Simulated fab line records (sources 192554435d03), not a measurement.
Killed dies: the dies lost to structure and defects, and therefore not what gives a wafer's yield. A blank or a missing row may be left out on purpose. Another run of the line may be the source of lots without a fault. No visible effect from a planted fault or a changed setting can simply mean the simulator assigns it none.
Matching of chambers | flow n5-finfet | N5_SD_EPI_N_LINER_46 on ald-sin-02 has 4 sister chambers
The step material SiNx, target thk 3 nm. 4 wafers are shown with their chamber, then 12 later ones without.

== EACH WAFER AND ITS CHAMBER ==
wafer  | chamber | heater-power-w (W)
L089.2 | 2       | 910
L090.2 | 1       | 840
L090.3 | 0       | 844
L090.5 | 3       | 861

== WAFERS MISSING THEIR CHAMBER ==
wafer  | heater-power-w (W)
L092.1 | 853
L092.2 | 855
L092.3 | 823
L092.4 | 892
L092.5 | 874
L092.6 | 874
L096.1 | 835
L096.2 | 874
L096.4 | 845
L097.2 | 838
L097.4 | 922
L097.5 | 928

== EACH ONE'S CHAMBER ==
wafer  | from the rows above               | in truth
L092.1 | can't be placed: 3 or 0 or 1      | 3
L092.2 | can't be placed: 3 or 0 or 1      | 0
L092.3 | can't be placed: 1 or 0 or 3      | 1
L092.4 | can't be placed: 2 or 3           | 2
L092.5 | can't be placed: 3 or 0 or 1 or 2 | 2
L092.6 | can't be placed: 3 or 0 or 1 or 2 | 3
L096.1 | can't be placed: 1 or 0 or 3      | 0
L096.2 | can't be placed: 3 or 0 or 1 or 2 | 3
L096.4 | can't be placed: 0 or 1 or 3      | 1
L097.2 | can't be placed: 1 or 0 or 3      | 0
L097.4 | 2                                 | 2
L097.5 | 2                                 | 2
Correctly placed: 2 of 12. Not placeable from these rows: 10 (in 10, the candidates include the true chamber). Placed wrongly: 0.
How it was worked out, from the rows above alone: a wafer's distance from a chamber is the root of the sum, over the readings, of the square of ((its reading less the chamber's mean) divided by the reading's scatter). The wafer belongs to the nearest chamber; if the next one is less than 2 further off, it can't be placed. For every chamber, the mean is computed from those of its wafers that are shown. The scatter: root of mean squared gap, hidden wafer to nearest shown wafer, with one shown wafer a chamber.
